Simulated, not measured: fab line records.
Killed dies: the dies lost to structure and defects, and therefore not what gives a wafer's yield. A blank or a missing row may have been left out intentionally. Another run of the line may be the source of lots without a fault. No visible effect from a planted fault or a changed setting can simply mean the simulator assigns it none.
The same fault as seen by 2 desks	flow n5Finfet	each desk has only its own numbers; what lay behind them comes last

## THE METROLOGY DESK
What the gauges read for every lot (on any tool): the sampled wafers with a number, averaged. Marked OUT: a lot whose mean sits more than 4 standard deviations from the usual mean, which makes it out of limits; the brackets give that distance.
Columns: A = TV_OVL at N5_PASSIVATION_OVL_MEAS_60, usual -1 nm
lot	first seen here	A
L645	day 12 17:37	-5
L646	day 13 07:44	0
L649	day 13 12:23	-1
L650	day 14 16:37	-7
L654	day 15 18:25	3
L656	day 15 18:34	3
L655	day 16 07:44	0
L660	day 17 04:38	416 (+87) OUT
L663	day 17 23:25	416 (+87) OUT
L662	day 18 06:32	3
This desk's result: L660, L663 out of limits, first on L660 (TV_OVL at N5_PASSIVATION_OVL_MEAS_60), day 17 04:38. L645, L646, L649, L650, L654, L656, L655, L662: within limits.

## AT THE TOOL OWNER'S DESK: krfScanner-01
The tool's own readings at N5_PASSIVATION_EXPOSE_07 (exposes mask TV, defocus 0 nm, target cd 3000 nm): means of the sampled wafers that have a number, for each lot that ran on this tool. Marked OUT: a lot whose mean sits more than 4 standard deviations from the usual mean, which makes it out of limits; the brackets give that distance.
Columns: A = focusOffsetNm at N5_PASSIVATION_EXPOSE_07, usual 0.0 nm
lot	first seen here	A
L650	day 14 16:25	-0.0
L654	day 15 18:12	0.1
L655	day 16 07:32	-0.1
L660	day 17 04:26	0.3
L663	day 17 23:13	0.0
This desk's verdict: no lot among the 5 shows anything out of limits.

## TAKEN TOGETHER
At day 17 04:38 the metrology desk could have sounded an alarm, on L660, L663.
The tool owner's desk saw nothing out of limits.
Tool owner's desk: L660, L663 on record, inside its limits.
N5_PASSIVATION_EXPOSE_07 was run on krfScanner-01 by each of the lots named.

## WHAT WAS PUT IN BY THE SIMULATOR
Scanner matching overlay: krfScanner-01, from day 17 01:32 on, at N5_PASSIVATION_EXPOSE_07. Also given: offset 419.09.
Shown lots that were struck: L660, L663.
Time in hours between the start of the fault and the first out-of-limits reading at each desk: metrology desk, 3.
